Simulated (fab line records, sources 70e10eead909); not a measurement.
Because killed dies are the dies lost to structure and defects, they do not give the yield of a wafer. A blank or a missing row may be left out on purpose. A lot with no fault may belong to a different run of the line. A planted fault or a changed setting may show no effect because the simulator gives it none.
Which tool was responsible?	flow nand harc	13 lots, 39 wafers sampled, at 5 steps of a route of 1159

== WHAT THE GAUGES SHOWED, per wafer ==
NHARC_HYBRID_BOND_OVL_MEAS_05. Usual: overlay x nm -2 nm, standard deviation 32; overlay y nm 2 nm, standard deviation 33.
lot	measured	on	overlay x nm (nm)	overlay y nm (nm)	flag
L482	day 18 05:59	overlay-01	-4 -14 -10	-55 -19 -39	
L483	day 18 20:41	overlay-01	0 35 -1	-2 9 13	
L484	day 18 20:41	overlay-02	-37 -13 -60	-8 -34 15	
L487	day 18 20:43	overlay-01	-46 -67 8	-48 7 -1	
L485	day 19 04:49	overlay-01	-13 -63 29	2 22 -12	
L486	day 19 20:24	overlay-02	-47 -12 -14	16 -29 54	
L494	day 21 05:21	overlay-01	-21 20 -47	-8 -62 23	
L493	day 22 09:42	overlay-01	-10 15 13	8 -37 -4	
L496	day 22 09:42	overlay-02	8 33 14	-20 -74 32	
L497	day 22 09:43	overlay-01	-1 41 -58	14 -1 -43	
L500	day 22 18:40	overlay-01	17 -70 17	51 49 -36	
L502	day 23 10:31	overlay-02	23 -16 -3	23 -8 -47	
L505	day 24 04:57	overlay-02	-4 14 6	10 -2 45	

NHARC_THIN_TSV_THK_MEAS_02: measures by ir. Usual: thk nm at 2945 nm, with a standard deviation of 210.
lot	measured	on	thk nm (nm)	flag
L482	day 18 07:40	film metro-02	2733 2970 2597	
L483	day 18 23:35	film metro-01	2933 2945 3154	
L484	day 18 22:23	film metro-01	3238 3481 3481	
L487	day 19 00:49	film metro-01	2532 2888 2672	
L485	day 19 06:30	film metro-02	3188 3016 2917	
L486	day 19 22:07	film metro-02	2700 2384 2777	
L494	day 21 08:16	film metro-01	3102 3174 2880	
L493	day 22 12:35	film metro-01	3190 2886 2790	
L496	day 22 11:23	film metro-01	3286 2978 3349	
L497	day 22 13:47	film metro-01	2705 3003 2752	
L500	day 22 22:50	film metro-01	2945 2926 2930	
L502	day 23 13:23	film metro-01	3379 3305 3398	
L505	day 24 06:38	film metro-02	2936 3111 3331	

NHARC_END_SORT_01. Usual: defect limited yield 95.7 %, standard deviation 1.2; killed at array 25, standard deviation 7.8; killed at other 0.6, standard deviation 0.81; killed at periphery 3.3, standard deviation 2.2; killed dies 29, standard deviation 8.2; killed open 3.5, standard deviation 1.9; killed short 1.8, standard deviation 1.3; sort_bin_2_pct 1.3 %, standard deviation 0.5; sort_bin_3_pct 0.23 %, standard deviation 0.21; sort_bin_4_pct 2.8 %, standard deviation 0.9; sort n pass 648, standard deviation 8.2; sort rim yield pct 94.3 %, standard deviation 2.8; sort yield pct 95.7 %, standard deviation 1.2.
lot	measured	on	defect limited yield (%)	killed at array	killed at other	killed at periphery	killed dies	killed open	killed short	sort_bin_2_pct (%)	sort_bin_3_pct (%)	sort_bin_4_pct (%)	sort n pass	sort rim yield pct (%)	sort yield pct (%)	flag
L487	day 19 14:13	prober-02	96.0 96.6 96.8	26 18 19	0 0 1	1 5 2	27 23 22	3 4 1	0 0 1	1.2 1.2 0.4	0 0.15 0	2.8 2.1 2.8	650 654 655	92.5 91.5 94.3	96.0 96.6 96.8	
L486	day 20 15:15	prober-02	94.4 95.0 93.8	35 33 38	0 1 3	3 0 1	38 34 42	6 4 2	1 1 2	1.6 1.5 1.5	0.15 0.15 0.44	3.8 3.4 4.3	639 643 635	92.5 88.7 95.3	94.4 95.0 93.8	
L494	day 22 01:54	prober-02	95.6 96.9 84.3	25 19 105	0 0 0	5 2 1	30 21 106	6 2 5	1 2 2	1.6 1.0 5.6	0 0 2.81	2.8 2.1 7.2	647 656 571	99.1 96.2 97.2	95.6 96.9 84.3	OFF
L493	day 23 04:03	prober-02	93.5 83.8 93.9	38 109 36	3 0 3	3 1 2	44 110 41	3 4 2	1 5 1	1.3 7.4 1.8	0.59 2.66 1.18	4.6 6.2 3.1	633 567 636	89.6 92.5 89.6	93.5 83.8 93.9	OFF
L496	day 23 03:17	prober-01	97.3 97.0 97.2	14 18 14	3 0 2	1 2 3	18 20 19	4 1 3	0 2 2	0.9 1.2 1.2	0.30 0 0.15	1.5 1.8 1.5	659 657 658	96.2 98.1 100.0	97.3 97.0 97.2	
L502	day 24 05:48	prober-02	94.8 95.4 95.9	31 26 26	1 0 0	3 5 2	35 31 28	2 4 2	5 1 2	1.5 1.2 1.8	0.30 0.15 0.30	3.4 3.2 2.1	642 646 649	95.3 90.6 91.5	94.8 95.4 95.9	
L505	day 25 00:04	prober-01	95.3 94.4 95.7	25 31 22	0 0 0	7 7 7	32 38 29	4 3 2	0 2 2	1.5 1.3 1.2	0.30 0.30 0.30	3.0 4.0 2.8	645 639 648	91.5 98.1 95.3	95.3 94.4 95.7	

== WHICH TOOL RAN EACH LOT (tool, then ch and the chambers of the sampled wafers, then the start) ==
lot	NHARC_A_M1_PRE_CLEAN_30	NHARC_THIN_TSV_DEP_43
L482	pvd sputter-03, day 17 13:19	pecvd-02 ch 1,2, day 18 07:56
L483	pvd sputter-03, day 17 23:43	pecvd-02 ch 0,2, day 18 23:51
L484	pvd sputter-03, day 18 00:26	pecvd-03 ch 0,1, day 18 22:36
L487	pvd sputter-02, day 18 07:47	pecvd-03 ch 0,1,2, day 19 01:06
L485	pvd sputter-02, day 18 09:49	pecvd-01 ch 0,1, day 19 06:46
L486	pvd sputter-01, day 19 02:52	pecvd-03 ch 1,2, day 19 22:25
L494	pvd sputter-03, day 20 12:27	pecvd-02 ch 0,2, day 21 08:29
L493	pvd sputter-03, day 21 17:43	pecvd-01 ch 0,1, day 22 12:51
L496	pvd sputter-01, day 21 18:20	pecvd-02 ch 0,1,2, day 22 11:37
L497	pvd sputter-02, day 21 19:15	pecvd-01 ch 0,2, day 22 14:03
L500	pvd sputter-01, day 22 03:51	pecvd-01 ch 1,2, day 22 23:04
L502	pvd sputter-01, day 22 21:29	pecvd-02 ch 0,1, day 23 13:37
L505	pvd sputter-02, day 23 13:16	pecvd-01 ch 0,1,2, day 24 06:55
- NHARC_A_M1_PRE_CLEAN_30: time 30 s.
- NHARC_THIN_TSV_DEP_43: deposits SiO2, target thk 1328.5 nm.

== WHAT THE TOOLS THEMSELVES READ (means of the sampled wafers that have a number; where no wafer has one, the mark that the record gives instead) ==
NHARC_A_M1_PRE_CLEAN_30. Usual: heater power w at 421 W, with a standard deviation of 36.
lot	tool	heater power w (W)	flag
L482	pvd sputter-03	444	
L483	pvd sputter-03	432	
L484	pvd sputter-03	423	
L487	pvd sputter-02	372	
L485	pvd sputter-02	427	
L486	pvd sputter-01	408	
L494	pvd sputter-03	431	
L493	pvd sputter-03	428	
L496	pvd sputter-01	396	
L497	pvd sputter-02	402	
L500	pvd sputter-01	382	
L502	pvd sputter-01	382	
L505	pvd sputter-02	430	

NHARC_THIN_TSV_DEP_43. Usual: throttle valve pct at 16.1 %, with a standard deviation of 0.4.
lot	tool	throttle valve pct (%)	flag
L482	pecvd-02	16.2	
L483	pecvd-02	16.1	
L484	pecvd-03	16.0	
L487	pecvd-03	16.2	
L485	pecvd-01	16.2	
L486	pecvd-03	16.2	
L494	pecvd-02	16.1	
L493	pecvd-01	16.4	
L496	pecvd-02	16.2	
L497	pecvd-01	15.6	
L500	pecvd-01	16.0	
L502	pecvd-02	15.7	
L505	pecvd-01	16.2	

== THE ANSWER, worked out from the rows above alone ==
Rule: take the mean of a lot's wafers that have a number; if it is more than 3 standard deviations from the usual mean, the lot is off. A lot without any number at a reading at which 4 lots or more have one is off too. Where the step has rows for the other lots, those lots are counted as sound. First the gauges in route order, then the tools' own readings, where a lot's mean is used as printed above. The first step at which some lot is off is used, and at that step the reading that is off furthest; a lot without a number counts as furthest.
Off at NHARC_END_SORT_01 (sort_bin_3_pct): L494, L493. Neither off nor sound, because the step has no rows for them: L482, L483, L484, L485, L497, L500.
If a tool, at a process step before that reading, ran all the lots that are off and no sound lot after the first of them, it fits. Those tools and the gauges at NHARC_END_SORT_01 are tried in the same way. One fits: NHARC_A_M1_PRE_CLEAN_30 on pvd sputter-03. It ran no sound lot before its first lot that is off in this sample, so the start can't be narrowed down.

== WHAT THE SIMULATOR PUT IN ==
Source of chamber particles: pvd sputter-03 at NHARC_A_M1_PRE_CLEAN_30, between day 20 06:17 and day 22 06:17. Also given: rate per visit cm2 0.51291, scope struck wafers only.
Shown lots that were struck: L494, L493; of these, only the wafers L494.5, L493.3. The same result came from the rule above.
